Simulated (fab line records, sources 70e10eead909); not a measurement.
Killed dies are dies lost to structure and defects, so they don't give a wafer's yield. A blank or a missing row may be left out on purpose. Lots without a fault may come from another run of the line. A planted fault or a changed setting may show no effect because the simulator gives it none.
fab line records | flow nand_harc
record lots=24 wafers=72 last_day=24
route steps=1159 shown A_STAIRCASE@632 A_SGD_CUT@759 A_SLIT@797
lots that met no fault: from a run of the same line without faults
start_h: hours from the record's first day to the start of the lot's first wafer shown | wait_h: hours since the lot's step before | " the same as in the row above | L1.1+2: a row that stands for several wafers | - no value, or no start given | * or withheld: withheld | < > ~ a bound
route shown NAME@n: a module of which the file shows steps, and the number in the route of the first | usual: mean/standard deviation of fault-free wafers | same: alike in all rows | chamber/n: place in a boat | sites: the reading at each site | _std_site: their standard deviation | _edge_site: outer sites' mean less inner sites' | radius_mm: how far each site lies from the wafer's centre | mask NAME#n: copy n | behind: the tool/chamber that last shaped the wafer | hold: why the lot was held/for how many hours/how that ended | device: the transistor (n, p or np) that didn't switch | end of line: the same wafers' tests at the end of the route | a step without rows: its recipe alone | killed: dies lost to structure and defects at the first sort, not the wafer's yield | map: a wafer's dies, x killed, . not, _ none there
set.NAME: the setting as run; set.NAME@STEP: as run at that earlier step | model.NAME: the simulator's own value behind a step, which no gauge read
steps of the route over a sample of lots; a table a step, a row a wafer
services: from which hour (start_h, from the record's first day; less than 0 if before it) a tool's chamber was out of use, for how many hours, and why
## steps
# step NHARC_A_STAIRCASE_STRIP_238
# recipe power_w=1500 temp_c=250 chemistry=O2
# usual drypump_motor_current_A=5.5/0.36 heater_power_w=337/14
# columns lot.wafer tool chamber start_h wait_h drypump_motor_current_A heater_power_w rf_hours_counter_h
L075.1 plasma_asher-01 1 240.61 0.1 5.3 308 54
L075.4 " 1 " " 5.3 313 -
L075.3 " 0 " " 5.7 332 -
L074.1 plasma_asher-01 1 247.59 0.1 5.3 310 57
L074.6 " 1 " " 5.3 299 -
L074.5 " 0 " " 5.7 348 -
L076.2 plasma_asher-01 0 260.73 0.2 5.7 330 62
L076.4 " 0 " " 5.7 340 -
L076.5 " 0 " " 5.8 349 -
L077.1 plasma_asher-01 1 261.01 0.4 5.3 305 63
L077.5 " 0 " " 5.7 342 -
L077.6 " 1 " " 5.3 302 -
L078.3 plasma_asher-02 1 268.83 0.2 5.1 339 -
L078.4 " 0 " " 6.0 342 -
L078.6 " 0 " " 6.0 344 -
L080.2 plasma_asher-02 1 284.05 0.1 5.1 339 21
L080.5 " 1 " " 5.1 334 -
L080.6 " 0 " " 5.9 348 -
L079.1 plasma_asher-02 1 284.34 0.2 5.1 327 21
L079.2 " 0 " " 5.9 346 21
L079.3 " 1 " " 5.1 326 -
L082.1 plasma_asher-02 0 300.32 0.1 6.0 346 26
L082.3 " 1 " " 5.0 335 -
L082.5 " 0 " " 6.0 346 -
L081.3 plasma_asher-01 0 302.00 0.2 5.7 361 -
L081.4 " 1 " " 5.3 323 -
L081.5 " 1 " " 5.3 325 -
L083.2 plasma_asher-01 0 302.19 0.2 5.7 353 5
L083.3 " 0 " " 5.7 350 -
L083.6 " 0 " " 5.7 357 -
L084.3 plasma_asher-02 1 310.24 0.2 5.1 327 -
L084.4 " 0 " " 5.9 352 -
L084.6 " 1 " " 5.1 330 -
L085.3 plasma_asher-02 1 324.54 0.2 5.1 331 -
L085.6 " 1 " " 5.1 339 -
L085.5 " 0 " " 5.9 333 -
L086.1 plasma_asher-02 0 324.95 0.1 5.9 343 35
L086.3 " 1 " " 5.1 321 -
L086.6 " 1 " " 5.1 332 -
L087.3 plasma_asher-01 0 329.62 0.5 5.7 352 -
L087.5 " 1 " " 5.3 325 -
L087.6 " 0 " " 5.7 348 -
L088.1 plasma_asher-01 1 335.30 0.1 5.3 318 17
L088.4 " 0 " " 5.7 349 -
L088.3 " 1 " " 5.3 323 -
L089.1 plasma_asher-02 0 336.13 0.1 6.0 353 40
L089.4 " 1 " " 5.1 333 -
L089.5 " 0 " " 5.9 345 -
L091.2 plasma_asher-02 1 342.43 0.1 5.1 339 41
L091.4 " 0 " " 5.9 345 -
L091.6 " 1 " " 5.1 336 -
L090.2 plasma_asher-02 0 342.97 0.1 6.0 342 42
L090.4 " 1 " " 5.1 337 -
L090.6 " 1 " " 5.1 334 -
L093.2 plasma_asher-01 1 358.51 0.1 5.3 318 24
L093.1 " 0 " " 5.7 348 24
L093.6 " 1 " " 5.3 331 -
L092.2 plasma_asher-02 0 358.65 0.1 5.9 341 47
L092.3 " 1 " " 5.1 333 -
L092.5 " 1 " " 5.1 337 -
L094.4 plasma_asher-02 1 372.13 0.3 5.1 357 -
L094.6 " 1 " " 5.1 356 -
L094.5 " 0 " " 6.0 336 -
L095.2 plasma_asher-02 1 373.17 0.1 5.1 352 1
L095.3 " 0 " " 6.0 344 -
L095.6 " 0 " " 6.0 337 -
L096.2 plasma_asher-02 0 378.13 0.1 5.9 349 2
L096.5 " 0 " " 5.9 334 -
L096.6 " 1 " " 5.1 354 -
L097.4 plasma_asher-02 1 382.86 0.2 5.1 351 -
L097.3 " 0 " " 5.9 348 -
L097.5 " 1 " " 5.1 353 -
# step NHARC_A_STAIRCASE_STRIP_475
# recipe time_s=20 o2_flow_sccm=500 ar_flow_sccm=0 bias_w=0 chemistry=O2
# usual drypump_motor_current_A=5.7/0.46 o2_flow_sccm=500.0/1.7 oes_product_au=1.001/0.012 rf_vpp_V=57.7/0.98 showerhead_plenum_p_Torr=3.52/0.17 throttle_valve_pct=17.036/0.009
# columns lot.wafer tool chamber start_h wait_h drypump_motor_current_A o2_flow_sccm oes_product_au rf_hours_counter_h rf_vpp_V showerhead_plenum_p_Torr throttle_valve_pct
L075.1 rie_diel-01 0 - - 5.8 500.7 0.995 54 57.8 3.62 17.040
L075.4 " 2 " " 6.2 500.9 1.000 56 57.2 3.59 17.021
L075.3 " 3 " " 5.0 497.5 0.986 56 58.2 3.34 17.018
L074.1 rie_diel-02 2 - - 5.8 500.3 0.973 51 58.1 3.27 17.038
L074.6 " 2 " " 5.8 499.7 0.971 - 58.5 3.27 17.028
L074.5 " 3 " " 5.2 497.8 1.008 - 56.8 3.33 17.037
L076.4 rie_diel-04 3 - - 5.6 502.5 0.985 3 58.7 3.56 17.037
L076.2 " 0 " " 5.0 498.5 0.998 4 56.5 3.70 17.035
L076.5 " 2 " " 5.4 500.3 1.019 - 57.0 3.46 17.042
L077.1 rie_diel-04 1 - - 5.9 500.1 1.006 9 59.2 3.57 17.035
L077.6 " 2 " " 5.4 500.4 1.010 - 57.6 3.46 17.027
L077.5 " 3 " " 5.6 500.0 0.970 - 57.9 3.56 17.041
L078.4 rie_diel-01 1 - - 5.3 499.1 1.006 4 58.1 3.77 17.025
L078.3 " 3 " " 5.0 503.8 1.005 5 57.8 3.33 17.045
L078.6 " 2 " " 6.1 500.8 1.018 - 56.6 3.58 17.049
L079.1 rie_diel-01 3 - - 5.0 500.4 0.989 8 57.6 3.33 17.024
L079.2 " 0 " " 5.8 498.9 0.999 9 58.4 3.61 17.037
L079.3 " 1 " " 5.3 500.9 1.000 8 58.6 3.77 17.039
L080.2 rie_diel-01 2 - - 6.1 500.0 1.010 5 57.0 3.58 17.045
L080.5 " 1 " " 5.3 502.4 1.011 - 58.2 3.77 17.027
L080.6 " 2 " " 6.1 500.0 1.014 - 57.0 3.58 17.042
L083.2 rie_diel-04 3 - - 5.6 499.4 0.989 24 58.3 3.55 17.045
L083.3 " 1 " " 6.0 498.7 1.014 26 58.7 3.56 17.014
L083.6 " 3 " " 5.6 499.5 0.985 - 55.3 3.55 17.037
L082.3 rie_diel-01 3 - - 5.0 500.6 1.003 15 56.1 3.33 17.035
L082.1 " 1 " " 5.3 499.6 1.001 13 57.4 3.77 17.030
L082.5 " 2 " " 6.2 500.2 1.012 - 58.4 3.58 17.037
L081.3 rie_diel-02 1 356.02 0.2 6.3 499.0 0.994 7 57.6 3.36 17.030
L081.5 " 0 " " 6.2 499.4 0.999 - 57.8 3.29 17.044
L081.4 " 1 " " 6.3 501.0 1.004 - 57.9 3.36 17.032
L084.3 rie_diel-02 0 365.89 0.2 6.3 502.2 0.998 11 57.2 3.29 17.038
L084.6 " 1 " " 6.3 503.4 1.004 - 57.5 3.36 17.031
L084.4 " 2 " " 5.9 499.5 0.991 - 57.9 3.80 17.036
L085.3 rie_diel-04 1 - - 5.9 500.6 1.029 37 60.0 3.55 17.052
L085.5 " 2 " " 5.4 502.3 1.001 - 58.1 3.45 17.036
L085.6 " 3 " " 5.6 498.1 0.999 - 59.0 3.54 17.032
L087.3 rie_diel-02 1 - - 6.3 500.7 1.015 19 58.4 3.36 17.029
L087.6 " 1 " " 6.3 500.9 1.006 - 57.1 3.36 17.003
L087.5 " 2 " " 5.9 498.4 1.003 - 59.2 3.80 17.031
L086.1 rie_diel-02 1 - - 6.3 499.9 1.006 19 59.7 3.36 17.046
L086.3 " 2 " " 5.8 503.1 0.998 17 58.5 3.80 17.047
L086.6 " 1 " " 6.3 501.1 1.002 - 57.1 3.36 17.043
L090.4 rie_diel-01 2 - - 6.2 501.1 1.000 26 57.5 3.57 17.037
L090.2 " 3 " " 5.0 501.6 0.999 31 57.4 3.32 17.040
L090.6 " 2 " " 6.2 502.8 1.009 - 57.9 3.57 17.023
L089.1 rie_diel-02 2 - - 5.8 502.5 0.991 25 58.8 3.79 17.038
L089.4 " 3 " " 5.2 499.7 1.019 20 56.2 3.31 17.040
L089.5 " 1 " " 6.3 497.6 0.990 - 56.7 3.35 17.043
L088.4 rie_diel-02 3 - - 5.2 501.4 1.022 20 56.2 3.31 17.033
L088.3 " 0 " " 6.2 503.3 1.003 28 56.8 3.28 17.044
L088.1 " 1 " " 6.3 496.7 0.983 27 57.3 3.35 17.033
L091.4 rie_diel-04 3 - - 5.6 499.4 0.993 41 57.1 3.54 17.037
L091.2 " 1 " " 6.0 494.6 1.016 45 58.0 3.55 17.053
L091.6 " 0 " " 5.0 498.3 1.014 - 58.9 3.68 17.041
L093.2 rie_diel-02 1 - - 6.3 501.4 0.986 31 57.2 3.35 17.036
L093.1 " 2 " " 5.8 499.6 0.992 28 57.8 3.79 17.033
L093.6 " 2 " " 5.8 500.6 0.994 - 58.7 3.79 17.039
L092.3 rie_diel-04 0 - - 5.0 501.8 1.018 47 57.8 3.67 17.049
L092.2 " 2 " " 5.4 496.8 0.994 49 57.3 3.44 17.032
L092.5 " 1 " " 6.0 499.5 1.021 - 57.1 3.55 17.041
L096.2 rie_diel-04 0 - - 5.0 501.6 1.004 53 55.4 3.67 17.053
L096.6 " 0 " " 5.0 500.7 1.012 - 58.0 3.67 17.030
L096.5 " 1 " " 6.0 501.2 1.010 - 58.7 3.54 17.042
L094.4 rie_diel-01 1 - - 5.3 500.1 0.993 43 57.9 3.75 17.027
L094.6 " 1 " " 5.3 501.1 0.995 - 58.1 3.75 17.040
L094.5 " 2 " " 6.2 502.7 1.019 - 58.4 3.56 17.037
L095.2 rie_diel-04 3 - - 5.6 498.2 0.980 51 56.3 3.53 17.035
L095.3 " 2 " " 5.4 498.3 0.998 53 57.1 3.44 17.050
L095.6 " 3 " " 5.6 501.1 0.987 - 56.5 3.53 17.037
L097.3 rie_diel-01 3 - - 5.0 497.2 0.999 43 58.6 3.31 17.030
L097.4 " 1 " " 5.3 500.4 0.999 46 58.2 3.75 17.027
L097.5 " 3 " " 5.0 495.6 0.989 - 56.2 3.31 17.044
# step NHARC_A_STAIRCASE_INSPECT_155
# usual raw_defect_count=318/100
# columns lot.wafer tool chamber start_h wait_h raw_defect_count
L075.1 defect_inspect-01 - 302.89 0.1 219
L075.3 " - " " 249
L075.4 " - " " 208
L074.1 defect_inspect-01 - 303.34 0.1 434
L074.5 " - " " 306
L074.6 " - " " 286
L076.2 defect_inspect-01 - 316.00 0.1 221
L076.4 " - " " 257
L076.5 " - " " 335
L077.1 defect_inspect-02 - 320.94 0.1 271
L077.5 " - " " 263
L077.6 " - " " 291
L078.3 defect_inspect-02 - 334.44 0.1 270
L078.4 " - " " 148
L078.6 " - " " 208
L079.1 defect_inspect-01 - 343.44 0.1 204
L079.2 " - " " 213
L079.3 " - " " 336
L080.2 defect_inspect-02 - 343.99 0.1 238
L080.5 " - " " 469
L080.6 " - " " 476
L083.2 defect_inspect-01 - 356.12 0.1 310
L083.3 " - " " 283
L083.6 " - " " 227
L082.1 defect_inspect-01 - 356.41 0.1 441
L082.3 " - " " 276
L082.5 " - " " 366
L081.3 defect_inspect-01 - 356.76 0.1 470
L081.4 " - " " 463
L081.5 " - " " 417
L084.3 defect_inspect-01 - 366.62 0.1 225
L084.4 " - " " 295
L084.6 " - " " 238
L085.3 defect_inspect-01 - 382.98 0.1 260
L085.5 " - " " 195
L085.6 " - " " 308
L087.3 defect_inspect-02 - 383.06 0.1 378
L087.5 " - " " 322
L087.6 " - " " 258
L086.1 defect_inspect-01 - 383.39 0.1 508
L086.3 " - " " 329
L086.6 " - " " 414
L090.2 defect_inspect-01 - 405.06 0.1 247
L090.4 " - " " 263
L090.6 " - " " 326
L089.1 defect_inspect-01 - 405.49 0.1 248
L089.4 " - " " 287
L089.5 " - " " 214
L088.1 defect_inspect-02 - 405.58 0.1 290
L088.3 " - " " 343
L088.4 " - " " 327
L091.2 defect_inspect-01 - 406.99 0.1 352
L091.4 " - " " 249
L091.6 " - " " 263
L093.1 defect_inspect-02 - 417.98 0.1 351
L093.2 " - " " 318
L093.6 " - " " 291
L092.2 defect_inspect-02 - 418.23 0.1 201
L092.3 " - " " 367
L092.5 " - " " 376
L096.2 defect_inspect-02 - 433.66 0.1 273
L096.5 " - " " 269
L096.6 " - " " 294
L094.4 defect_inspect-02 - 433.80 0.1 383
L094.5 " - " " 465
L094.6 " - " " 328
L095.2 defect_inspect-01 - 434.07 0.1 280
L095.3 " - " " 239
L095.6 " - " " 167
L097.3 defect_inspect-02 - 447.61 0.1 419
L097.4 " - " " 373
L097.5 " - " " 261
# step NHARC_A_SGD_CUT_OVL_MEAS_10
# usual overlay_x_nm=0.0/0.74 overlay_y_nm=0.2/0.89
# columns lot.wafer tool chamber start_h wait_h overlay_x_nm overlay_y_nm
L075.1 overlay-02 - 303.82 - 0.2 -0.6
L075.3 " - " " -0.5 -0.3
L075.4 " - " " 0.3 -0.4
L074.1 overlay-02 - 304.21 - 0.0 -1.3
L074.5 " - " " -0.2 -1.2
L074.6 " - " " -1.1 -1.1
L076.2 overlay-01 - 316.87 - -0.3 -0.7
L076.4 " - " " 0.2 0.0
L076.5 " - " " 0.4 -0.8
L077.1 overlay-01 - 321.82 - -0.4 -0.4
L077.5 " - " " -0.5 -0.9
L077.6 " - " " -0.6 -0.4
L078.3 overlay-02 - 335.19 - 0.5 -0.3
L078.4 " - " " 0.4 -0.5
L078.6 " - " " 0.6 -1.1
L079.1 overlay-01 - 344.93 - -1.4 0.2
L079.2 " - " " -1.8 -0.2
L079.3 " - " " -1.6 0.7
L080.2 overlay-02 - 345.10 - -1.9 0.9
L080.5 " - " " -0.8 0.4
L080.6 " - " " -1.2 1.0
L083.2 overlay-01 - 357.00 - 0.4 0.1
L083.3 " - " " 0.7 -0.6
L083.6 " - " " 0.8 0.3
L082.1 overlay-01 - 357.29 - -0.1 0.5
L082.3 " - " " -0.4 0.3
L082.5 " - " " 0.1 0.6
L081.3 overlay-02 - 357.67 - 0.6 -0.4
L081.4 " - " " 0.2 -0.2
L081.5 " - " " 0.8 -0.3
L084.3 overlay-02 - 367.37 - -0.6 0.7
L084.4 " - " " 0.1 1.3
L084.6 " - " " 0.1 0.7
L085.3 overlay-01 - 383.97 - 0.5 -0.2
L085.5 " - " " 0.0 0.6
L085.6 " - " " 0.0 0.0
L087.3 overlay-01 - 384.14 - 1.5 0.5
L087.5 " - " " 0.8 0.3
L087.6 " - " " 1.1 1.0
L086.1 overlay-02 - 384.32 - 0.4 0.4
L086.3 " - " " 0.8 0.2
L086.6 " - " " 0.2 -0.2
L090.2 overlay-02 - 405.95 - -0.2 0.6
L090.4 " - " " 0.2 0.8
L090.6 " - " " -0.2 0.4
L089.1 overlay-01 - 406.38 - 0.3 1.1
L089.4 " - " " 0.1 1.2
L089.5 " - " " -0.1 0.2
L088.1 overlay-02 - 406.53 - -0.9 0.7
L088.3 " - " " -0.1 0.3
L088.4 " - " " -0.3 0.3
L091.2 overlay-01 - 407.87 - 0.3 -0.1
L091.4 " - " " 0.5 -0.6
L091.6 " - " " 0.6 -0.1
L093.1 overlay-01 - 418.88 - -0.2 2.7
L093.2 " - " " -0.7 3.0
L093.6 " - " " -0.5 2.8
L092.2 overlay-01 - 419.10 - 0.4 0.2
L092.3 " - " " 0.4 0.4
L092.5 " - " " 0.8 0.4
L096.2 overlay-01 - 434.41 - 0.4 -1.0
L096.5 " - " " 0.9 -1.2
L096.6 " - " " 0.4 -1.2
L094.4 overlay-01 - 434.68 - 0.8 0.3
L094.5 " - " " 1.0 0.2
L094.6 " - " " 0.9 -0.8
L095.2 overlay-01 - 434.95 - -1.6 1.6
L095.3 " - " " -1.1 1.1
L095.6 " - " " -0.8 1.4
L097.3 overlay-02 - 448.45 - 1.0 -0.1
L097.4 " - " " 1.0 -0.1
L097.5 " - " " 1.0 0.3
# step NHARC_A_SGD_CUT_INSPECT_11
# usual raw_defect_count=17/9.2
# columns lot.wafer tool chamber start_h wait_h raw_defect_count
L075.1 defect_inspect-01 - 303.86 0.0 29
L075.3 " - " " 18
L075.4 " - " " 17
L074.1 defect_inspect-01 - 304.25 0.0 6
L074.5 " - " " 5
L074.6 " - " " 13
L076.2 defect_inspect-01 - 316.91 0.0 23
L076.4 " - " " 27
L076.5 " - " " 22
L077.1 defect_inspect-02 - 321.86 0.0 5
L077.5 " - " " 10
L077.6 " - " " 5
L078.3 defect_inspect-01 - 335.23 0.0 34
L078.4 " - " " 30
L078.6 " - " " 28
L079.1 defect_inspect-01 - 344.97 0.0 11
L079.2 " - " " 11
L079.3 " - " " 15
L080.2 defect_inspect-02 - 345.14 0.0 28
L080.5 " - " " 29
L080.6 " - " " 24
L083.2 defect_inspect-02 - 357.03 0.0 17
L083.3 " - " " 11
L083.6 " - " " 10
L082.1 defect_inspect-02 - 357.32 0.0 33
L082.3 " - " " 25
L082.5 " - " " 33
L081.3 defect_inspect-02 - 357.71 0.0 14
L081.4 " - " " 25
L081.5 " - " " 32
L084.3 defect_inspect-02 - 367.41 0.0 15
L084.4 " - " " 11
L084.6 " - " " 6
L085.3 defect_inspect-01 - 384.00 0.0 23
L085.5 " - " " 41
L085.6 " - " " 36
L087.3 defect_inspect-02 - 384.18 0.0 12
L087.5 " - " " 10
L087.6 " - " " 9
L086.1 defect_inspect-02 - 384.36 0.0 7
L086.3 " - " " 3
L086.6 " - " " 9
L090.2 defect_inspect-02 - 405.99 0.0 30
L090.4 " - " " 28
L090.6 " - " " 29
L089.1 defect_inspect-01 - 406.42 0.0 13
L089.4 " - " " 8
L089.5 " - " " 17
L088.1 defect_inspect-01 - 406.57 0.0 26
L088.3 " - " " 18
L088.4 " - " " 36
L091.2 defect_inspect-01 - 407.91 0.0 9
L091.4 " - " " 11
L091.6 " - " " 9
L093.1 defect_inspect-01 - 418.91 0.0 10
L093.2 " - " " 12
L093.6 " - " " 11
L092.2 defect_inspect-01 - 419.14 0.0 12
L092.3 " - " " 12
L092.5 " - " " 13
L096.2 defect_inspect-02 - 434.46 0.1 16
L096.5 " - " " 6
L096.6 " - " " 9
L094.4 defect_inspect-02 - 434.72 0.0 12
L094.5 " - " " 13
L094.6 " - " " 12
L095.2 defect_inspect-01 - 434.98 0.0 37
L095.3 " - " " 22
L095.6 " - " " 24
L097.3 defect_inspect-01 - 448.49 0.0 14
L097.4 " - " " 15
L097.5 " - " " 11
# step NHARC_A_SLIT_ETCH_26
# recipe bias_v=400 source_w=2000 pressure_mtorr=25 time_s=90 ar_flow_sccm=375 c4f8_flow_sccm=41.7 o2_flow_sccm=83.3 target_depth_a=4000 chemistry=C4F8/O2/Ar
# usual c4f8_flow_sccm=41.72/0.13 drypump_motor_current_A=5.96/0.24 o2_flow_sccm=83.33/0.27 showerhead_plenum_p_Torr=3.74/0.099 throttle_valve_pct=27.618/0.0094
# columns lot.wafer tool chamber start_h wait_h c4f8_flow_sccm drypump_motor_current_A o2_flow_sccm rf_hours_counter_h showerhead_plenum_p_Torr throttle_valve_pct
L074.1 har_etch-02 0 321.76 1.3 41.87 5.69 83.24 178 3.73 27.632
L074.5 " 0 " " 41.54 5.69 83.15 - 3.73 27.601
L074.6 " 1 " " 41.87 6.17 83.18 - 3.88 27.622
L075.1 har_etch-02 1 323.43 1.0 41.84 6.16 82.70 179 3.88 27.610
L075.4 " 0 " " 41.70 5.68 83.28 - 3.73 27.609
L075.3 " 1 " " 41.70 6.11 83.30 - 3.88 27.627
L076.2 har_etch-02 1 329.03 1.2 41.77 6.14 83.06 181 3.87 27.615
L076.4 " 0 " " 41.64 5.71 83.23 - 3.73 27.618
L076.5 " 0 " " 41.37 5.69 82.98 - 3.73 27.617
L077.1 har_etch-02 0 336.06 1.2 41.53 5.69 83.37 186 3.73 27.642
L077.6 " 0 " " 41.69 5.68 83.62 - 3.73 27.620
L077.5 " 1 " " 41.65 6.18 83.26 - 3.87 27.618
L078.3 har_etch-02 0 351.02 0.8 41.57 5.70 82.61 - 3.72 27.619
L078.4 " 1 " " 41.79 6.15 83.58 - 3.87 27.613
L078.6 " 0 " " 41.60 5.68 83.28 - 3.73 27.619
L080.2 har_etch-01 0 356.87 1.3 41.75 6.28 83.36 15 3.73 27.628
L080.6 " 0 " " 41.86 6.26 83.31 - 3.73 27.615
L080.5 " 1 " " 41.66 5.78 83.16 - 3.59 27.618
L079.2 har_etch-02 0 358.07 1.2 41.66 5.69 83.82 193 3.72 27.599
L079.1 " 1 " " 41.60 6.13 83.55 193 3.87 27.606
L079.3 " 1 " " 41.52 6.14 82.98 - 3.87 27.614
L082.1 har_etch-02 1 369.40 1.2 41.58 6.24 83.29 199 3.86 27.626
L082.3 " 0 " " 41.80 5.70 83.43 - 3.72 27.608
L082.5 " 1 " " 41.60 6.23 83.87 - 3.86 27.624
L083.2 har_etch-01 1 369.89 1.0 41.55 5.78 83.58 24 3.59 27.620
L083.3 " 0 " " 41.94 6.22 83.58 - 3.73 27.629
L083.6 " 1 " " 41.58 5.75 83.50 - 3.59 27.624
L081.3 har_etch-02 1 371.22 0.8 41.80 6.16 83.50 - 3.86 27.613
L081.4 " 0 " " 41.79 5.71 83.20 - 3.72 27.607
L081.5 " 1 " " 41.63 6.19 83.17 - 3.86 27.612
L084.3 har_etch-01 1 379.30 0.8 41.65 5.78 83.15 - 3.59 27.604
L084.4 " 0 " " 41.88 6.27 83.21 - 3.73 27.626
L084.6 " 0 " " 41.89 6.23 83.52 - 3.73 27.611
L085.3 har_etch-02 1 397.39 0.8 41.74 6.14 83.28 - 3.86 27.605
L085.5 " 1 " " 41.85 6.16 83.50 - 3.86 27.610
L085.6 " 0 " " 41.82 5.70 83.58 - 3.72 27.622
L086.1 har_etch-01 1 397.75 1.2 41.68 5.76 83.12 35 3.58 27.608
L086.3 " 1 " " 41.54 5.77 83.43 - 3.58 27.616
L086.6 " 0 " " 41.80 6.31 83.64 - 3.72 27.612
L087.3 har_etch-02 1 399.10 0.6 41.77 6.13 83.68 - 3.86 27.636
L087.6 " 0 " " 41.75 5.67 83.39 - 3.71 27.630
L087.5 " 1 " " 41.58 6.15 83.34 - 3.86 27.617
L088.1 har_etch-01 0 421.87 1.0 41.74 6.24 83.51 44 3.72 27.628
L088.3 " 1 " " 41.73 5.77 82.92 - 3.58 27.615
L088.4 " 0 " " 41.59 6.20 83.57 - 3.72 27.624
L089.1 har_etch-02 1 422.05 1.0 41.72 6.15 84.27 220 3.85 27.617
L089.4 " 1 " " 41.63 6.10 83.69 - 3.85 27.629
L089.5 " 0 " " 41.94 5.71 82.99 - 3.71 27.606
L090.2 har_etch-01 0 423.64 1.2 41.80 6.29 83.31 46 3.71 27.622
L090.4 " 0 " " 42.02 6.28 83.29 - 3.71 27.618
L090.6 " 0 " " 41.92 6.27 83.03 - 3.71 27.625
L091.2 har_etch-02 0 423.94 1.0 41.78 5.69 83.45 222 3.71 27.633
L091.4 " 1 " " 41.64 6.11 83.65 - 3.85 27.622
L091.6 " 1 " " 41.54 6.16 83.57 - 3.85 27.608
L092.2 har_etch-02 0 436.39 1.2 41.85 5.67 83.63 227 3.71 27.608
L092.3 " 0 " " 41.75 5.70 83.30 - 3.71 27.622
L092.5 " 1 " " 41.43 6.15 83.61 - 3.85 27.615
L093.1 har_etch-01 0 436.85 1.2 41.73 6.25 82.86 55 3.71 27.619
L093.2 " 1 " " 41.71 5.77 83.20 55 3.57 27.616
L093.6 " 0 " " 41.90 6.24 82.91 - 3.71 27.625
L096.2 har_etch-02 0 446.44 1.2 41.81 5.69 83.11 233 3.70 27.612
L096.6 " 0 " " 41.92 5.68 83.20 - 3.70 27.632
L096.5 " 1 " " 41.80 6.21 83.05 - 3.84 27.622
L094.4 har_etch-01 0 446.69 0.6 41.64 6.27 83.19 - 3.71 27.616
L094.5 " 1 " " 41.59 5.77 83.42 - 3.57 27.609
L094.6 " 0 " " 41.63 6.28 83.54 - 3.71 27.615
L095.2 har_etch-02 0 448.14 1.0 41.76 5.69 83.75 234 3.70 27.638
L095.3 " 0 " " 41.57 5.68 83.97 - 3.70 27.612
L095.6 " 1 " " 41.59 6.19 83.13 - 3.84 27.614
L097.4 har_etch-01 0 460.45 0.8 41.72 6.20 83.00 - 3.70 27.620
L097.3 " 1 " " 41.57 5.76 83.37 - 3.57 27.641
L097.5 " 0 " " 41.81 6.21 83.43 - 3.70 27.615
## services
# columns tool chamber start_h hours kind
rie_diel-02 2 219.20 6.0 repair
plasma_asher-01 - 228.55 1.2 repair
rie_diel-01 2 263.02 6.3 repair
rie_diel-01 3 272.30 2.7 repair
plasma_asher-01 - 276.00 9.0 pm
plasma_asher-01 0 276.00 9.0 vent_cycle
plasma_asher-01 1 276.00 9.0 vent_cycle
plasma_asher-01 0 285.00 - clean
plasma_asher-01 1 285.00 - clean
rie_diel-04 - 288.97 9.0 pm
har_etch-01 - 305.00 17.0 pm
har_etch-01 0 305.00 17.0 vent_cycle
rie_diel-02 0 310.33 8.5 repair
rie_diel-01 2 323.83 8.6 repair
rie_diel-02 - 327.70 9.0 pm
plasma_asher-01 - 352.61 1.2 repair
rie_diel-02 3 355.46 16.0 repair
plasma_asher-02 - 360.22 9.0 pm
plasma_asher-02 0 360.22 9.0 vent_cycle
plasma_asher-02 1 360.22 9.0 vent_cycle
plasma_asher-02 0 369.22 - clean
plasma_asher-02 1 369.22 - clean
rie_diel-01 0 390.21 8.2 repair
plasma_asher-01 - 453.62 9.0 pm
## key
fault none
